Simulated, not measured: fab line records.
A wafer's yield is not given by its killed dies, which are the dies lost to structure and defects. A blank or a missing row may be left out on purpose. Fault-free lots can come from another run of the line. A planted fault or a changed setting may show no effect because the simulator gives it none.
Split-lot trial	flow n5 finfet	7 lots, 21 wafers read, on a route of 1938 steps

== SPLIT DETAILS ==
At N5_BEOL_M1_TRENCH_ETCH_37 (etches SiOC in C4F6/O2, target depth 55.207 nm, time 29 s), the setting source w was moved away from the recipe's 355 W on 7 of the 21 wafers read, by -16.3% to +8.9%. For the rest of the wafers, this setting stayed at what the recipe calls for.

The reading comes from the split's own step.

== THE READING ==
rf vpp V, in V, at N5_BEOL_M1_TRENCH_ETCH_37 (etches SiOC in C4F6/O2, target depth 55.207 nm, time 29 s). On this fab line, fault-free wafers typically give 671 V with a standard deviation of 16 V.

wafer	tool, chamber at the split	source w as run, W	against the recipe	rf vpp V, V	against lot-mates on the recipe
L077.4	rie diel-02, 1	355	recipe	667	-
L077.5	rie diel-02, 2	297.2	-16.3%	763	+96
L077.6	rie diel-02, 1	297.2	-16.3%	731	+64
L082.2	rie diel-05, 2	355	recipe	635	-
L082.5	rie diel-05, 2	355	recipe	635	-
L082.6	rie diel-05, 3	355	recipe	668	-
L085.3	rie diel-05, 3	355	recipe	669	-
L085.4	rie diel-05, 1	378.4	+6.6%	650	-18
L085.5	rie diel-05, 3	355	recipe	668	-
L087.3	rie diel-04, 3	355	recipe	676	-
L087.4	rie diel-04, 1	313.3	-11.7%	725	+49
L087.6	rie diel-04, 2	313.3	-11.7%	729	+53
L091.1	rie diel-05, 1	386.5	+8.9%	643	-8
L091.2	rie diel-05, 3	355	recipe	670	-
L091.3	rie diel-05, 2	355	recipe	633	-
L092.1	rie diel-04, 2	355	recipe	682	-
L092.3	rie diel-04, 3	355	recipe	675	-
L092.5	rie diel-04, 3	355	recipe	676	-
L095.1	rie diel-05, 0	355	recipe	681	-
L095.2	rie diel-05, 1	355	recipe	672	-
L095.5	rie diel-05, 0	297.4	-16.2%	748	+72

THE FIT
A straight line over all 21 wafers: rf vpp V changes by -4.69 V for each +1% of source w; r = -0.91; the points scatter about the line by 16 V.
The same after taking each lot's own level away (the mean of its wafers on the recipe; 21 wafers): -4.17 V for each +1%; r = -0.93; scatter 13 V.
Per that fit: largest source w move, reading shift of 68 V.
The lots' own levels span 646.0 to 677.7 V, that is 2.0 times the standard deviation above.
Hence the slope depends on the lot-to-lot level, as the two fits are not the same.
Check: with one of the wafers moved furthest among these (-16.3%) left out of the fit, the line predicts +64.1 V for it against its lot-mates. Against them it came out at +96 V.
Tool readings at the split's step, against how far the setting was moved: rf vpp V r = -0.91.

== FURTHER SPLITS ON THESE WAFERS ==
Note: prior to the reading, these wafers also went through further splits. Each is held against what the fit with the lots' levels taken away leaves over:
other split on the same wafers	wafers away from the commonest value	r with rf vpp V (lot level and that fit taken away)
N5_BEOL_M0_SAQP_COAT_105 spin rpm	8	+0.13
N5_BEOL_M0_ETCH_109 bias w	10	+0.29

== FILE'S OWN FIT ==
rf vpp V changes by -4.13 V for each +1% of source w, r = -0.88.
